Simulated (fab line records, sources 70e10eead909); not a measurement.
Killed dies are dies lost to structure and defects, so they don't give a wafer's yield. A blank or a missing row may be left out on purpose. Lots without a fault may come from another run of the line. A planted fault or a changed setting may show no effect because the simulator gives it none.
fab line records | flow nand_harc
record lots=13 wafers=39 last_day=33
route steps=1302 shown P_ZERO_WELL@61 P_STI@80
lots that met no fault: from a run of the same line without faults
start_h: hours from the record's first day to the start of the lot's first wafer shown | wait_h: hours since the lot's step before | " the same as in the row above | L1.1+2: a row that stands for several wafers | - no value, or no start given | * or withheld: withheld | < > ~ a bound
route shown NAME@n: a module of which the file shows steps, and the number in the route of the first | usual: mean/standard deviation of fault-free wafers | same: alike in all rows | chamber/n: place in a boat | sites: the reading at each site | _std_site: their standard deviation | _edge_site: outer sites' mean less inner sites' | radius_mm: how far each site lies from the wafer's centre | mask NAME#n: copy n | behind: the tool/chamber that last shaped the wafer | hold: why the lot was held/for how many hours/how that ended | device: the transistor (n, p or np) that didn't switch | end of line: the same wafers' tests at the end of the route | a step without rows: its recipe alone | killed: dies lost to structure and defects at the first sort, not the wafer's yield | map: a wafer's dies, x killed, . not, _ none there
set.NAME: the setting as run; set.NAME@STEP: as run at that earlier step | model.NAME: the simulator's own value behind a step, which no gauge read
steps of the route over a sample of lots; a table a step, a row a wafer
services: from which hour (start_h, from the record's first day; less than 0 if before it) a tool's chamber was out of use, for how many hours, and why
## steps
# step NHARC_P_ZERO_WELL_DESCUM_54
# recipe time_s=3 o2_flow_sccm=200 ar_flow_sccm=0 bias_power_w=0 chemistry=O2
# usual chamber_pressure_mTorr=59.99/0.16 drypump_motor_current_A=5.6/0.45 oes_product_au=1.003/0.014 rf_vpp_V=57.8/0.92 showerhead_plenum_p_Torr=1.92/0.092 throttle_valve_pct=11.311/0.0086
# columns lot.wafer tool chamber start_h wait_h chamber_pressure_mTorr drypump_motor_current_A oes_product_au rf_hours_counter_h rf_vpp_V showerhead_plenum_p_Torr throttle_valve_pct
L422.4 rie_diel-02 0 35.90 - 60.07 6.4 1.008 55 58.3 2.03 11.305
L422.3 " 1 " " 60.02 5.7 1.001 52 56.2 1.80 11.307
L422.6 " 1 " " 59.94 5.7 1.012 - 57.6 1.80 11.301
L424.4 rie_diel-02 0 55.79 - 59.96 6.4 0.979 2 57.9 2.02 11.317
L424.1 " 1 " " 59.98 5.7 1.000 2 57.9 1.79 11.305
L424.5 " 0 " " 60.10 6.4 0.996 - 58.0 2.03 11.301
L425.1 rie_diel-13 3 66.46 - 59.98 5.2 1.026 25 59.0 1.98 11.307
L425.3 " 0 " " 59.94 5.5 1.021 23 58.2 2.01 11.300
L425.5 " 2 " " 60.05 6.0 1.013 - 58.7 1.93 11.300
L426.1 rie_diel-02 1 76.10 - 59.95 5.7 1.002 10 56.4 1.79 11.317
L426.4 " 1 " " 60.08 5.7 1.008 - 57.6 1.79 11.315
L426.6 " 2 " " 60.05 5.3 0.998 - 56.6 1.92 11.310
L427.2 rie_diel-02 0 86.05 - 59.94 6.4 0.988 7 57.4 2.02 11.306
L427.1 " 2 " " 60.01 5.3 0.982 14 57.5 1.91 11.310
L427.5 " 0 " " 59.98 6.4 0.999 - 58.0 2.02 11.329
L432.4 rie_diel-13 3 136.04 - 59.98 5.2 1.016 48 57.4 1.97 11.295
L432.3 " 2 " " 60.05 6.1 1.019 47 59.9 1.93 11.315
L432.5 " 3 " " 60.08 5.2 1.022 - 58.7 1.97 11.304
L436.2 rie_diel-04 3 176.93 - 59.88 5.6 0.987 54 58.2 1.76 11.311
L436.6 " 2 " " 60.08 4.8 0.997 - 56.9 1.96 11.296
L436.5 " 3 " " 60.06 5.5 1.003 - 56.9 1.76 11.306
L437.4 rie_diel-02 2 186.23 - 60.00 5.3 0.976 49 57.0 1.90 11.308
L437.1 " 3 " " 60.00 5.1 0.969 42 57.9 1.92 11.310
L437.5 " 3 " " 60.01 5.1 0.969 - 57.6 1.92 11.309
L438.4 rie_diel-04 1 195.78 - 59.99 6.0 0.990 1 56.9 1.78 11.299
L438.3 " 2 " " 59.98 4.8 1.011 1 59.7 1.96 11.317
L438.1 " 0 " " 59.99 5.3 0.994 1 56.6 2.01 11.320
L440.4 rie_diel-13 1 215.83 - 60.07 6.1 1.000 14 55.3 1.77 11.304
L440.2 " 3 " " 59.99 5.2 0.999 14 57.8 1.96 11.306
L440.6 " 0 " " 60.03 5.5 1.023 - 58.3 1.99 11.307
L441.1 rie_diel-02 0 226.75 - 59.93 6.4 1.005 0 58.2 2.01 11.307
L441.4 " 3 " " 60.01 5.1 0.993 0 58.9 1.92 11.302
L441.6 " 0 " " 60.01 6.4 0.992 - 57.6 2.01 11.317
L443.1 rie_diel-04 0 246.82 - 60.00 5.3 0.996 12 57.0 2.00 11.313
L443.3 " 1 " " 60.06 6.0 1.001 17 57.0 1.78 11.311
L443.6 " 3 " " 59.93 5.5 0.985 - 58.7 2.07 11.304
L444.2 rie_diel-02 3 256.15 - 59.99 5.1 0.991 11 57.9 1.92 11.301
L444.3 " 0 " " 60.01 6.3 0.988 9 59.5 2.01 11.321
L444.1 " 2 " " 59.93 5.3 0.999 13 56.4 1.90 11.292
# step NHARC_P_ZERO_WELL_RTA_42
# recipe temp_c=1100 time_s=300
# usual lamp_power_pct=38.6/2.2 wafer_temp_C_max=1103.7/0.97
# columns lot.wafer tool chamber start_h wait_h lamp_power_pct wafer_temp_C_max
L422.3 rtp_anneal-02 0 37.32 - 36.3 1102.6
L422.4 " 0 " " 36.3 1102.3
L422.6 " 0 " " 36.3 1103.3
L424.1 rtp_anneal-01 0 56.76 - 40.6 1105.0
L424.4 " 0 " " 40.6 1104.5
L424.5 " 0 " " 40.6 1104.1
L425.1 rtp_anneal-02 0 67.43 - 36.3 1103.6
L425.3 " 0 " " 36.3 1102.3
L425.5 " 0 " " 36.2 1104.6
L426.1 rtp_anneal-02 0 77.09 - 36.2 1102.3
L426.4 " 0 " " 36.2 1102.3
L426.6 " 0 " " 36.2 1102.6
L427.1 rtp_anneal-01 0 87.17 - 40.7 1104.3
L427.2 " 0 " " 40.6 1104.3
L427.5 " 0 " " 40.7 1104.6
L432.3 rtp_anneal-02 0 137.23 - 36.3 1103.0
L432.4 " 0 " " 36.3 1103.6
L432.5 " 0 " " 36.3 1104.3
L436.2 rtp_anneal-01 0 178.00 - 40.7 1104.0
L436.5 " 0 " " 40.6 1105.9
L436.6 " 0 " " 40.6 1104.2
L437.1 rtp_anneal-01 0 187.20 - 40.7 1102.7
L437.4 " 0 " " 40.6 1103.2
L437.5 " 0 " " 40.6 1104.8
L438.1 rtp_anneal-02 0 196.75 - 36.2 1103.3
L438.3 " 0 " " 36.2 1102.4
L438.4 " 0 " " 36.3 1102.4
L440.2 rtp_anneal-02 0 216.90 - 36.3 1103.7
L440.4 " 0 " " 36.3 1102.9
L440.6 " 0 " " 36.3 1103.8
L441.1 rtp_anneal-01 0 227.73 - 40.6 1103.6
L441.4 " 0 " " 40.7 1104.7
L441.6 " 0 " " 40.7 1104.3
L443.1 rtp_anneal-02 0 247.78 - 36.2 1102.5
L443.3 " 0 " " 36.1 1102.6
L443.6 " 0 " " 36.1 1102.9
L444.1 rtp_anneal-02 0 257.14 - 36.2 1103.6
L444.2 " 0 " " 36.3 1102.6
L444.3 " 0 " " 36.2 1104.3
# step NHARC_P_STI_EXPOSE_06
# recipe na=0.55 target_cd_nm=200 dose_mj=37.69 mask_id=P_STI
# columns lot.wafer tool chamber start_h wait_h mask
L422.3+4+6 krf_scanner-02 0 53.44 - P_STI#0
L424.1+4+5 krf_scanner-02 0 72.89 - P_STI#0
L425.1+3+5 krf_scanner-03 0 86.06 - P_STI#0
L426.1+4+6 krf_scanner-02 0 94.63 - P_STI#0
L427.1+2+5 krf_scanner-02 0 106.79 - P_STI_R1#0
L432.3+4+5 krf_scanner-03 0 155.28 - P_STI#0
L436.2+5+6 krf_scanner-01 0 193.29 - P_STI#0
L437.1+4+5 krf_scanner-01 0 202.11 - P_STI#0
L438.1+3+4 krf_scanner-02 0 212.52 - P_STI#0
L440.2+4+6 krf_scanner-02 0 233.78 - P_STI#0
L441.1+4+6 krf_scanner-03 0 246.60 - P_STI#0
L443.1+3+6 krf_scanner-01 0 267.01 - P_STI#0
L444.1+2+3 krf_scanner-02 0 275.45 - P_STI#0
# step NHARC_P_STI_CD_MEAS_09
# recipe target_cd_nm=200 landing_energy_ev=500
# usual cd_nm=201.6/2.7
# columns lot.wafer tool chamber start_h wait_h cd_nm
L422.3 cd_sem-02 0 53.58 - 205.9
L422.4 " 0 " " 207.9
L422.6 " 0 " " 202.4
L424.1 cd_sem-03 0 73.04 - 201.2
L424.4 " 0 " " 198.4
L424.5 " 0 " " 199.3
L425.1 cd_sem-01 0 86.22 - 202.8
L425.3 " 0 " " 202.7
L425.5 " 0 " " 203.1
L426.1 cd_sem-01 0 94.79 - 199.7
L426.4 " 0 " " 199.0
L426.6 " 0 " " 204.6
L427.1 cd_sem-03 0 106.94 - 235.1
L427.2 " 0 " " 233.8
L427.5 " 0 " " 235.0
L432.3 cd_sem-02 0 155.42 - 198.2
L432.4 " 0 " " 197.4
L432.5 " 0 " " 201.9
L436.2 cd_sem-01 0 193.44 - 203.1
L436.5 " 0 " " 200.4
L436.6 " 0 " " 196.6
L437.1 cd_sem-02 0 202.26 - 199.6
L437.4 " 0 " " 199.0
L437.5 " 0 " " 199.4
L438.1 cd_sem-03 0 212.67 - 198.0
L438.3 " 0 " " 204.0
L438.4 " 0 " " 203.3
L440.2 cd_sem-03 0 233.93 - 202.6
L440.4 " 0 " " 200.2
L440.6 " 0 " " 200.7
L441.1 cd_sem-02 0 246.75 - 201.7
L441.4 " 0 " " 200.9
L441.6 " 0 " " 201.1
L443.1 cd_sem-03 0 267.16 - 201.0
L443.3 " 0 " " 200.6
L443.6 " 0 " " 199.0
L444.1 cd_sem-02 0 275.60 - 202.7
L444.2 " 0 " " 203.3
L444.3 " 0 " " 199.5
# step NHARC_P_STI_DESCUM_14
# recipe time_s=3 o2_flow_sccm=200 ar_flow_sccm=0 bias_power_w=0 chemistry=O2
# usual chamber_pressure_mTorr=60.00/0.051 drypump_motor_current_A=5.95/0.27 oes_product_au=0.998/0.015 rf_vpp_V=57.9/0.92 showerhead_plenum_p_Torr=1.94/0.077 throttle_valve_pct=11.311/0.0088
# columns lot.wafer tool chamber start_h wait_h chamber_pressure_mTorr drypump_motor_current_A oes_product_au rf_hours_counter_h rf_vpp_V showerhead_plenum_p_Torr throttle_valve_pct
L422.4 rie_diel-09 0 53.85 - 60.04 5.48 0.997 3.4 57.5 1.92 11.312
L422.3 " 1 " " 60.01 5.81 0.992 3.6 57.6 2.00 11.307
L422.6 " 3 " " 59.98 6.08 0.991 - 59.3 2.07 11.307
L424.1 rie_diel-03 0 73.31 - 60.00 5.47 1.014 6.7 59.2 1.99 11.299
L424.4 " 2 " " 60.05 6.21 1.004 8.0 58.0 1.93 11.319
L424.5 " 0 " " 60.00 5.48 1.011 - 56.5 1.99 11.313
L425.1 rie_diel-03 2 86.48 - 60.02 6.19 0.991 8.3 57.3 1.93 11.296
L425.3 " 0 " " 59.99 5.47 1.014 6.9 57.8 1.99 11.313
L425.5 " 2 " " 60.01 6.21 0.990 - 56.6 1.93 11.322
L426.1 rie_diel-03 0 95.06 - 59.88 5.50 1.010 7.1 58.2 1.99 11.294
L426.4 " 1 " " 59.89 6.09 0.984 7.0 59.7 1.95 11.303
L426.6 " 2 " " 59.98 6.18 0.998 - 57.9 1.93 11.329
L427.2 rie_diel-06 0 107.25 - 59.98 6.38 1.001 11.3 57.4 1.80 11.329
L427.1 " 1 " " 60.08 5.88 0.986 11.3 58.7 1.82 11.317
L427.5 " 1 " " 60.09 5.87 0.979 - 56.8 1.82 11.312
L432.3 rie_diel-03 2 155.68 - 59.97 6.20 1.008 1.4 58.1 1.92 11.313
L432.4 " 0 " " 60.01 5.49 0.999 1.8 57.6 1.99 11.317
L432.5 " 2 " " 60.00 6.21 0.997 - 58.6 1.92 11.294
L436.2 rie_diel-03 2 193.71 - 60.02 6.21 1.008 3.1 58.7 1.92 11.310
L436.6 " 2 " " 60.00 6.22 1.013 - 57.5 1.92 11.295
L436.5 " 3 " " 60.03 5.75 1.017 - 57.9 1.92 11.310
L437.1 rie_diel-09 2 202.52 - 60.00 6.12 1.003 2.9 58.8 2.01 11.323
L437.4 " 1 " " 60.06 5.83 0.984 2.9 57.6 2.00 11.309
L437.5 " 3 " " 60.02 6.08 1.017 - 57.5 2.06 11.306
L438.4 rie_diel-06 1 212.94 - 60.07 5.92 0.981 7.0 59.1 1.82 11.312
L438.3 " 2 " " 59.89 5.85 1.008 7.7 58.8 2.00 11.320
L438.1 " 3 " " 59.96 6.01 0.990 6.7 57.8 1.79 11.320
L440.2 rie_diel-06 2 234.19 - 60.02 5.82 1.007 9.4 58.7 2.00 11.303
L440.4 " 3 " " 60.01 6.04 1.009 8.2 55.3 1.79 11.301
L440.6 " 2 " " 60.05 5.81 1.002 - 56.1 2.00 11.319
L441.4 rie_diel-09 2 247.01 - 59.96 6.11 1.003 5.7 58.8 2.01 11.323
L441.1 " 0 " " 60.04 5.47 1.002 5.9 57.1 1.92 11.321
L441.6 " 2 " " 60.01 6.10 0.993 - 59.0 2.01 11.317
L443.1 rie_diel-03 1 267.42 - 59.94 6.10 0.955 7.3 59.0 1.94 11.311
L443.3 " 3 " " 60.09 5.71 1.003 5.9 57.2 1.92 11.309
L443.6 " 2 " " 60.05 6.21 1.004 - 58.1 1.92 11.300
L444.3 rie_diel-09 0 275.86 - 60.03 5.41 1.008 7.0 58.8 1.92 11.310
L444.1 " 2 " " 59.98 6.12 0.999 7.7 58.6 2.01 11.317
L444.2 " 3 " " 59.96 6.07 1.023 8.0 57.6 2.06 11.310
# step NHARC_P_STI_OCD_MEAS_17
# usual trench_depth_nm=301/5.3 trench_foot_cd_nm=159.5/2.9
# columns lot.wafer tool chamber start_h wait_h trench_depth_nm trench_foot_cd_nm
L422.3 ocd-01 - 54.37 0.1 297 164.5
L422.4 " - " " 295 166.1
L422.6 " - " " 298 161.1
L424.1 ocd-02 - 73.83 0.1 297 159.2
L424.4 " - " " 302 156.3
L424.5 " - " " 306 155.8
L425.1 ocd-01 - 87.00 0.1 302 160.9
L425.3 " - " " 314 158.8
L425.5 " - " " 302 161.3
L426.1 ocd-02 - 95.57 0.1 294 158.5
L426.4 " - " " 305 156.3
L426.6 " - " " 299 162.8
L427.1 ocd-02 - 107.80 0.1 298 193.6
L427.2 " - " " 301 191.3
L427.5 " - " " 296 194.0
L432.3 ocd-02 - 156.20 0.1 295 157.0
L432.4 " - " " 297 156.0
L432.5 " - " " 296 160.5
L436.2 ocd-02 - 194.26 0.1 304 160.2
L436.5 " - " " 304 157.9
L436.6 " - " " 306 153.5
L437.1 ocd-02 - 203.04 0.1 298 158.7
L437.4 " - " " 304 156.9
L437.5 " - " " 301 158.0
L438.1 ocd-01 - 213.47 0.1 301 155.7
L438.3 " - " " 295 162.7
L438.4 " - " " 297 161.9
L440.2 ocd-01 - 234.71 0.1 294 161.7
L440.4 " - " " 295 158.8
L440.6 " - " " 291 160.6
L441.1 ocd-01 - 247.54 0.1 299 160.0
L441.4 " - " " 297 160.0
L441.6 " - " " 294 160.1
L443.1 ocd-02 - 267.95 0.1 310 157.7
L443.3 " - " " 298 159.4
L443.6 " - " " 303 156.3
L444.1 ocd-02 - 276.39 0.1 294 161.1
L444.2 " - " " 298 161.4
L444.3 " - " " 301 157.5
## services
# columns tool chamber start_h hours kind
rtp_anneal-02 - 12.00 12.0 pm
rie_diel-03 3 22.13 3.1 repair
rie_diel-02 - 40.62 9.0 pm
rie_diel-03 - 49.26 0.4 repair
krf_scanner-02 - 55.02 0.5 repair
rie_diel-02 0 59.56 14.9 repair
krf_scanner-02 - 63.03 1.8 repair
rie_diel-02 3 70.49 7.2 repair
rie_diel-09 3 82.96 3.3 repair
krf_scanner-02 - 95.37 4.0 pm
rie_diel-03 - 104.35 9.0 pm
rie_diel-09 1 112.02 9.1 repair
rie_diel-03 - 121.00 0.9 repair
rie_diel-09 - 143.12 9.0 pm
rie_diel-03 3 168.87 7.2 repair
krf_scanner-02 - 174.21 0.6 repair
rie_diel-02 1 178.38 5.0 repair
rie_diel-03 0 192.86 5.1 repair
rie_diel-03 0 199.95 7.8 repair
krf_scanner-02 - 202.91 1.0 repair
krf_scanner-02 - 216.04 0.2 repair
rie_diel-02 - 217.62 9.0 pm
rie_diel-02 - 254.62 0.6 repair
krf_scanner-02 - 267.37 4.0 pm
## key
first_sign step=NHARC_P_STI_EXPOSE_06 reading=mask direction=changed
effect step=NHARC_P_STI_CD_MEAS_09 reading=cd_nm direction=up sigmas=12 usual=201.6 struck=234.6
effect step=NHARC_P_STI_OCD_MEAS_17 reading=trench_foot_cd_nm direction=up sigmas=11 usual=159.5 struck=192.9
met_at NHARC_P_STI_EXPOSE_06
struck_lots L427
sort_left_out L427.1,L427.2,L427.5
tester_left_out L427
not_acting_at NHARC_P_ZERO_WELL_DESCUM_54,NHARC_P_ZERO_WELL_RTA_42,NHARC_P_STI_DESCUM_14
onset_between 94.63 106.79
fault kind=wrong_mask tool=any chamber=- onset_h=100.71 steps=NHARC_P_STI_EXPOSE_06 aux_copy=P_STI_R1#0 cd_offset_nm=34.052 scope=struck_lots_only
# tester_left_out: of these lots the tester's yield and bins aren't shown, on N5 and GAA mostly nor the transistor test; their killed dies are dies lost to structure and defects alone, not to doping, threshold or leakage, so they don't give the yield
# sort_left_out: the simulated sort isn't trusted on such a fault, so these wafers' sort isn't shown, and their yield isn't known
